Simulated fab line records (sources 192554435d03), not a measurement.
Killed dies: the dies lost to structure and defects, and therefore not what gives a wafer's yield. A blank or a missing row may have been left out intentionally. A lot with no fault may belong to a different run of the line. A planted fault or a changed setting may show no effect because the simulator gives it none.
Matching of chambers / flow n5 finfet / N5_BEOL_M6_ALD_77 on ald metal-04 has 4 sister chambers
The step deposits TaN, target thk 2 nm, pulse time 2 s, purge time 3 s. 27 wafers are shown with their chamber, then 12 later ones without.

WAFERS PAIRED WITH THEIR CHAMBERS
wafer=L074.2; chamber=2; heater power w (W)=399; mfc carrier sccm (sccm)=1507
wafer=L074.3; chamber=3; heater power w (W)=398; mfc carrier sccm (sccm)=1499
wafer=L074.5; chamber=0; heater power w (W)=466; mfc carrier sccm (sccm)=1504
wafer=L076.1; chamber=3; heater power w (W)=391; mfc carrier sccm (sccm)=1505
wafer=L076.2; chamber=0; heater power w (W)=484; mfc carrier sccm (sccm)=1501
wafer=L076.5; chamber=1; heater power w (W)=435; mfc carrier sccm (sccm)=1501
wafer=L075.2; chamber=0; heater power w (W)=475; mfc carrier sccm (sccm)=1493
wafer=L075.3; chamber=3; heater power w (W)=395; mfc carrier sccm (sccm)=1502
wafer=L075.4; chamber=1; heater power w (W)=426; mfc carrier sccm (sccm)=1499
wafer=L078.2; chamber=0; heater power w (W)=472; mfc carrier sccm (sccm)=1507
wafer=L078.3; chamber=3; heater power w (W)=390; mfc carrier sccm (sccm)=1499
wafer=L078.6; chamber=3; heater power w (W)=380; mfc carrier sccm (sccm)=1503
wafer=L079.1; chamber=3; heater power w (W)=392; mfc carrier sccm (sccm)=1501
wafer=L079.4; chamber=0; heater power w (W)=469; mfc carrier sccm (sccm)=1498
wafer=L079.5; chamber=2; heater power w (W)=393; mfc carrier sccm (sccm)=1497
wafer=L084.2; chamber=1; heater power w (W)=438; mfc carrier sccm (sccm)=1492
wafer=L084.3; chamber=2; heater power w (W)=393; mfc carrier sccm (sccm)=1500
wafer=L084.6; chamber=0; heater power w (W)=485; mfc carrier sccm (sccm)=1500
wafer=L085.1; chamber=1; heater power w (W)=439; mfc carrier sccm (sccm)=1504
wafer=L085.2; chamber=0; heater power w (W)=472; mfc carrier sccm (sccm)=1506
wafer=L085.3; chamber=2; heater power w (W)=386; mfc carrier sccm (sccm)=1493
wafer=L088.1; chamber=0; heater power w (W)=492; mfc carrier sccm (sccm)=1500
wafer=L088.4; chamber=2; heater power w (W)=395; mfc carrier sccm (sccm)=1497
wafer=L088.5; chamber=0; heater power w (W)=477; mfc carrier sccm (sccm)=1499
wafer=L091.2; chamber=2; heater power w (W)=386; mfc carrier sccm (sccm)=1494
wafer=L091.3; chamber=0; heater power w (W)=485; mfc carrier sccm (sccm)=1507
wafer=L091.6; chamber=3; heater power w (W)=389; mfc carrier sccm (sccm)=1505

SIGNATURES, as means of the wafers listed above
reading=heater power w; chamber 0=477.70; chamber 1=434.50; chamber 2=392.00; chamber 3=390.71; scatter within a chamber=6.8
reading=mfc carrier sccm; chamber 0=1501.50; chamber 1=1499.00; chamber 2=1498.00; chamber 3=1502.00; scatter within a chamber=4.31
Rule: a wafer's distance from a chamber is the root of the sum, over the readings, of the square of ((its reading less the chamber's mean) divided by the reading's scatter). If the next closest chamber is less than 2 further off than the closest, the wafer can't be placed; otherwise it belongs to the closest. The scatter is the square root of a quotient: the sum, over the shown wafers, of each reading's squared deviation from its chamber's mean, divided by wafers minus chambers.

WAFERS MISSING THEIR CHAMBER
wafer=L089.1; heater power w (W)=383; mfc carrier sccm (sccm)=1500
wafer=L089.2; heater power w (W)=425; mfc carrier sccm (sccm)=1500
wafer=L089.6; heater power w (W)=432; mfc carrier sccm (sccm)=1501
wafer=L093.1; heater power w (W)=476; mfc carrier sccm (sccm)=1489
wafer=L093.2; heater power w (W)=387; mfc carrier sccm (sccm)=1499
wafer=L093.5; heater power w (W)=484; mfc carrier sccm (sccm)=1500
wafer=L094.1; heater power w (W)=484; mfc carrier sccm (sccm)=1502
wafer=L094.2; heater power w (W)=388; mfc carrier sccm (sccm)=1499
wafer=L094.4; heater power w (W)=439; mfc carrier sccm (sccm)=1499
wafer=L096.2; heater power w (W)=376; mfc carrier sccm (sccm)=1500
wafer=L096.5; heater power w (W)=383; mfc carrier sccm (sccm)=1499
wafer=L096.6; heater power w (W)=480; mfc carrier sccm (sccm)=1499

EACH ONE'S CHAMBER
wafer=L089.1; from the rows above=can't be placed: 3 or 2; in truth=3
wafer=L089.2; from the rows above=1; in truth=1
wafer=L089.6; from the rows above=1; in truth=1
wafer=L093.1; from the rows above=0; in truth=0
wafer=L093.2; from the rows above=can't be placed: 2 or 3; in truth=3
wafer=L093.5; from the rows above=0; in truth=0
wafer=L094.1; from the rows above=0; in truth=0
wafer=L094.2; from the rows above=can't be placed: 2 or 3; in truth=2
wafer=L094.4; from the rows above=1; in truth=1
wafer=L096.2; from the rows above=can't be placed: 3 or 2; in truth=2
wafer=L096.5; from the rows above=can't be placed: 3 or 2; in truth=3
wafer=L096.6; from the rows above=0; in truth=0
Correct placement for 7 of the 12. Cannot be placed on the basis of these rows: 5; the candidates contain the true chamber in 5. 0 placed wrongly.
